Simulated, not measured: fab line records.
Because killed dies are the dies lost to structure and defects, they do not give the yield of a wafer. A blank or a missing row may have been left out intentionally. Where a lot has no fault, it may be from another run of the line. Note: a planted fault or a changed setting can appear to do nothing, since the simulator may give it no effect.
Comparing a struck lot with a sound one + flow nand-harc + 14 steps out of a route of 1302
Sound: the wafers L203.2, L203.4, L203.6. Wafers L210.2, L210.3, L210.5 were the ones struck. Last of all comes the cause.
For every step that has rows: the tool of each side, followed by ch and its chambers, followed by its first start. Under that, the readings that differ: sound wafers + struck wafers + difference of the means + sigmas: that difference in standard deviations of wafers without a fault.
alike: a reading whose means differ by less than 2 such deviations, as well as words and numbers matching on both sides. not compared: withheld readings; readings where some wafer has no value; bounds like >300 that might hide an equal value; numbers whose values overlap and for which the record gives no deviation.
A row with sigmas, a row that says differs or no value, or rows on one side alone: a step with any of these is where the two part. When numbers do not overlap yet have no deviation, they are printed without sigmas and do not part them. A reading missing from all wafers of one side parts the sides only when that side holds two or more wafers.

first, 6 steps without rows for these wafers: NHARC_A_DECK1_JOINT_CVD_34 (deposits SiNx, target thk 20 nm); NHARC_A_DECK1_JOINT_DEP_06 (deposits SiOx, target thk 80 nm); NHARC_A_DECK1_JOINT_CURE_26 (time 32 s); NHARC_A_DECK1_JOINT_ANNEAL_27 (time 3600 s); NHARC_A_DECK1_JOINT_ANNEAL_28 (time 1800 s); NHARC_A_DECK1_JOINT_ANNEAL_29 (time 1800 s).
NHARC_A_DECK1_JOINT_CMP_02: polishes SiOx.
  sound on cmp-03 ch 1,3, day 14 14:29; struck on cmp-04 ch 0,1,3, day 18 04:07
  alike: motor-current-A, retaining-ring-pressure-frac
  not compared: pad-life-wafers
after that, 1 step had no rows for these wafers: NHARC_A_DECK1_JOINT_SRD_15.
NHARC_A_DECK1_JOINT_DEP_16: deposits SiO2, target thk 45 nm.
  sound on pecvd-03 ch 0,2, day 14 14:53; struck on pecvd-01 ch 0,1, day 18 04:29
  alike: heater-power-w, rf-fwd-power-W, throttle-valve-pct
  not compared: since-wet-clean-h
NHARC_A_DECK1_JOINT_THK_MEAS_17: measures by ellipsometry.
  struck on film-metro-02, day 18 04:52; sound on film-metro-02, day 14 15:08
  alike: thk-nm
NHARC_A_DECK1_JOINT_INSPECT_05:
  struck on defect-inspect-01, day 18 04:53; sound on defect-inspect-02, day 14 15:11
  alike: raw-defect-count
NHARC_A_ONON_D2_DEP_00: target thk 1000 nm.
  sound on pecvd-onon-04 ch 0, day 14 15:18; struck on pecvd-onon-04 ch 0, day 18 05:01
NHARC_A_ONON_D2_THK_MEAS_02: measures by ellipsometry.
  struck on film-metro-02, day 18 05:28; sound on film-metro-02, day 14 15:46
| reading     | sound       | struck         | difference | sigmas |
|-------------|-------------|----------------|------------|--------|
| thk-nm (nm) | 993 993 993 | 1073 1076 1074 | +81        | +10    |
then NHARC_A_ONON_D2_DEP_03 (target thk 1000 nm), 1 step lacking rows for these wafers.

## WHERE THEY PART
Only at NHARC_A_ONON_D2_THK_MEAS_02, within this record.

WHY: what had been put in by the simulator
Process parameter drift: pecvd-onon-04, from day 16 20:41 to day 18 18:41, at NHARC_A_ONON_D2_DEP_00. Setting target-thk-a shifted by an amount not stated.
